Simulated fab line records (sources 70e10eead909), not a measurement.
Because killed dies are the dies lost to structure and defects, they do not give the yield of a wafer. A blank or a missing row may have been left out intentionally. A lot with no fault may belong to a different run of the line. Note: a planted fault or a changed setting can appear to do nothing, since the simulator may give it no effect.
Chamber matching || flow nandHarc || NHARC_P_STI_DESCUM_14 on rieDiel-06 has 4 sister chambers
The step chemistry O2, time 3 s. 4 wafers are shown with their chamber, then 9 later ones without.

== WAFERS WITH THEIR CHAMBER ==
{"wafer": "L424.4", "chamber": 2, "drypumpMotorCurrentA (A)": 6.0}
{"wafer": "L425.1", "chamber": 0, "drypumpMotorCurrentA (A)": 5.5}
{"wafer": "L425.2", "chamber": 1, "drypumpMotorCurrentA (A)": 6.1}
{"wafer": "L425.5", "chamber": 3, "drypumpMotorCurrentA (A)": 5.4}

== WAFERS WHOSE CHAMBER IS MISSING ==
{"wafer": "L428.3", "drypumpMotorCurrentA (A)": 5.4}
{"wafer": "L428.4", "drypumpMotorCurrentA (A)": 5.4}
{"wafer": "L428.6", "drypumpMotorCurrentA (A)": 5.4}
{"wafer": "L430.1", "drypumpMotorCurrentA (A)": 6.1}
{"wafer": "L430.4", "drypumpMotorCurrentA (A)": 5.4}
{"wafer": "L430.5", "drypumpMotorCurrentA (A)": 5.5}
{"wafer": "L432.2", "drypumpMotorCurrentA (A)": 5.9}
{"wafer": "L432.3", "drypumpMotorCurrentA (A)": 6.1}
{"wafer": "L432.5", "drypumpMotorCurrentA (A)": 5.4}

== EACH ONE'S CHAMBER ==
{"wafer": "L428.3", "from the rows above": 3, "in truth": 3}
{"wafer": "L428.4", "from the rows above": 3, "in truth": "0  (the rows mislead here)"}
{"wafer": "L428.6", "from the rows above": 3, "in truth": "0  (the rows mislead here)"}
{"wafer": "L430.1", "from the rows above": 1, "in truth": 1}
{"wafer": "L430.4", "from the rows above": 3, "in truth": 3}
{"wafer": "L430.5", "from the rows above": 0, "in truth": 0}
{"wafer": "L432.2", "from the rows above": 2, "in truth": 2}
{"wafer": "L432.3", "from the rows above": 1, "in truth": 1}
{"wafer": "L432.5", "from the rows above": 3, "in truth": 3}
7 of 9 placed correctly. Left unplaced by these rows: 0. 2 placed wrongly.
How it was worked out, from the rows above alone: a wafer's distance from a chamber is the root of the sum, over the readings, of the square of ((its reading less the chamber's mean) divided by the reading's scatter). If the next closest chamber is less than 2 further off than the closest, the wafer can't be placed; otherwise it belongs to the closest. The mean given for a chamber averages the wafers shown for that chamber. The scatter: root of mean squared gap, hidden wafer to nearest shown wafer, with one shown wafer a chamber.
